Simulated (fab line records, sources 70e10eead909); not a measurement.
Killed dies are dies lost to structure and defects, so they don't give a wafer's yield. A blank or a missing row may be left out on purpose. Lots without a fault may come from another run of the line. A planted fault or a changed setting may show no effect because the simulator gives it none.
A struck lot beside a sound one | flow nand_harc | 35 steps out of a route of 1302
Sound: wafers L693.1, L693.4, L693.6. Struck: wafer L702.2. The cause comes at the end.
At each step with rows: each side's tool, then ch and its chambers, then its first start. Under that, the readings that differ: sound wafers | struck wafers | difference of the means | sigmas: that difference in standard deviations of wafers without a fault.
alike: readings whose means differ by less than 2 such deviations, and words and numbers that are the same on both sides. not compared: withheld readings, readings that some wafer has no value for, bounds like >300 that may hide the same value, and numbers for which the record gives no deviation and whose values overlap.
The two part at a step that has a row with sigmas, a row that says differs or no value, or rows on one side only. Numbers that don't overlap but have no deviation are shown without sigmas and don't part them. A reading that every wafer of one side lacks parts them only if that side has two wafers or more.

first, 5 steps without rows for these wafers: NHARC_A_CHANNEL_HOLE_D2_STRIP_43 (strips in O2/COS); NHARC_A_CHANNEL_HOLE_D2_ETCH_44 (etches the open film in CF4/O2, target depth 140 nm, overetch 14 nm, time 77 s); NHARC_A_CHANNEL_HOLE_D2_STRIP_28 (strips in O2); NHARC_A_CHANNEL_HOLE_D2_PRECLEAN_29 (cleans in SC1); NHARC_A_CHANNEL_HOLE_D2_SRD_30.
NHARC_A_CHANNEL_HOLE_D2_CD_MEAS_31:
  sound on cd_sem-03, day 14 21:02; struck on cd_sem-03, day 18 08:01
  alike: cd_nm
then, 1 step without rows for these wafers: NHARC_A_CHANNEL_HOLE_D2_XSEM_32.
NHARC_A_CHANNEL_HOLE_D2_INSPECT_40:
  sound on defect_inspect-01, day 14 21:14; struck on defect_inspect-01, day 18 08:12
  alike: raw_defect_count
then, 2 steps without rows for these wafers: NHARC_A_CHANNEL_FILL_D2_PRECLEAN_00 (cleans in SC1); NHARC_A_CHANNEL_FILL_D2_SRD_01.
NHARC_A_CHANNEL_FILL_D2_ALD_02: deposits SiO2, target thk 6 nm, pulse time 10 s, ald cycles 60.
  sound on ald_hk-02 ch 1,2, day 14 21:25; struck on ald_hk-03 ch 1, day 18 09:22
  alike: heater_power_w, precursor_pulse_height_rel
  not compared: since_wet_clean_h
then, 1 step without rows for these wafers: NHARC_A_CHANNEL_FILL_D2_ALD_03 (deposits SiNx, target thk 6 nm, pulse time 60 s, ald cycles 58).
NHARC_A_CHANNEL_FILL_D2_ALD_14: deposits SiO2, target thk 2.5 nm, pulse time 10 s, ald cycles 25.
  sound on ald_hk-02 ch 0,1,2, day 15 04:26; struck on ald_hk-03 ch 3, day 18 16:19
  alike: heater_power_w, precursor_pulse_height_rel
  not compared: since_wet_clean_h
then, 1 step without rows for these wafers: NHARC_A_CHANNEL_FILL_D2_ALD_15 (deposits SiNx, target thk 2 nm, pulse time 60 s, ald cycles 19).
NHARC_A_CHANNEL_FILL_D2_ALD_16: deposits SiO2, target thk 1.5 nm, pulse time 10 s, ald cycles 15.
  sound on ald_hk-02 ch 0,2,3, day 15 10:23; struck on ald_hk-03 ch 0, day 18 21:28
  alike: heater_power_w, precursor_pulse_height_rel
  not compared: since_wet_clean_h
then, 4 steps without rows for these wafers: NHARC_A_CHANNEL_FILL_D2_ANNEAL_17 (time 1800 s); NHARC_A_CHANNEL_FILL_D2_CVD_18 (deposits poly-Si, target thk 3 nm); NHARC_A_CHANNEL_FILL_D2_ETCHBACK_19 (etches the open film in HBr/Cl2, target depth 5 nm, time 1.7 s); NHARC_A_CHANNEL_FILL_D2_ETCHBACK_20 (etches the open film in C4F8/O2/Ar, target depth 27 nm, time 13.5 s).
NHARC_A_CHANNEL_FILL_D2_STRIP_28: strips in O2, time 20 s.
  sound on rie_diel-10 ch 0,1,3, day 15 21:50; struck on rie_diel-10 ch 3, day 19 09:52
  reading                | sound                | struck | difference | sigmas
  throttle_valve_pct (%) | 17.034 17.022 17.042 | 17.055 | +0.022     | +2
  alike: drypump_motor_current_A, oes_product_au, rf_vpp_V, showerhead_plenum_p_Torr
  not compared: rf_hours_counter_h
then, 4 steps without rows for these wafers: NHARC_A_CHANNEL_FILL_D2_PRECLEAN_21 (cleans in dHF, time 30 s); NHARC_A_CHANNEL_FILL_D2_SRD_23; NHARC_A_CHANNEL_FILL_D2_CVD_05 (deposits poly-Si, target thk 5 nm); NHARC_A_CHANNEL_FILL_D2_ANNEAL_22 (time 7200 s).
NHARC_A_CHANNEL_FILL_D2_ALD_25: deposits SiOx, target thk 60 nm, pulse time 10 s, ald cycles 600.
  sound on ald_hk-02 ch 1,2,3, day 16 10:03; struck on ald_hk-03 ch 0, day 20 02:44
  alike: heater_power_w, precursor_pulse_height_rel
  not compared: since_wet_clean_h
then, 1 step without rows for these wafers: NHARC_A_CHANNEL_FILL_D2_ETCHBACK_08 (etches the open film in C4F8, target depth 220 nm, time 110 s).
NHARC_A_CHANNEL_FILL_D2_STRIP_29: strips in O2, time 20 s.
  sound on rie_diel-10 ch 1,3; struck on rie_diel-10 ch 3
  reading               | sound             | struck | difference | sigmas
  oes_product_au (a.u.) | 0.996 1.009 1.006 | 0.976  | -0.028     | -3
  alike: drypump_motor_current_A, rf_vpp_V, showerhead_plenum_p_Torr, throttle_valve_pct
  not compared: rf_hours_counter_h
then, 7 steps without rows for these wafers: NHARC_A_CHANNEL_FILL_D2_PRECLEAN_30 (cleans in dHF, time 30 s); NHARC_A_CHANNEL_FILL_D2_SRD_31; NHARC_A_CHANNEL_FILL_D2_CVD_09 (deposits poly-Si, target thk 150 nm, time 3000 s); NHARC_A_CHANNEL_FILL_D2_CMP_10 (polishes, target thk 150 nm); NHARC_A_CHANNEL_FILL_D2_SRD_12; NHARC_A_CHANNEL_FILL_D2_RTA_24 (time 5 s); NHARC_A_STAIRCASE_DEP_156 (deposits SiNx, target thk 50 nm).
-- the record jumps here: 9 days lie between the struck wafers' starts before and after (it left off in module A_STAIRCASE and takes up again in module END, whose first step shown is number 1302 of the route) --
NHARC_END_SORT_01:
  sound on prober-02 ch 0, day 26 13:30; struck on prober-01 ch 0, day 29 09:05
  reading         | sound    | struck | difference | sigmas
  killed_at_array | 20 22 23 | 74     | +52        | +3
  killed_dies     | 36 37 31 | 83     | +48        | +3
  alike: killed_at_other, killed_at_periphery, killed_open, killed_short

WHERE THEY PART
First at NHARC_A_CHANNEL_FILL_D2_STRIP_28; last, within this record, at NHARC_END_SORT_01.

WHY: what the simulator had put in
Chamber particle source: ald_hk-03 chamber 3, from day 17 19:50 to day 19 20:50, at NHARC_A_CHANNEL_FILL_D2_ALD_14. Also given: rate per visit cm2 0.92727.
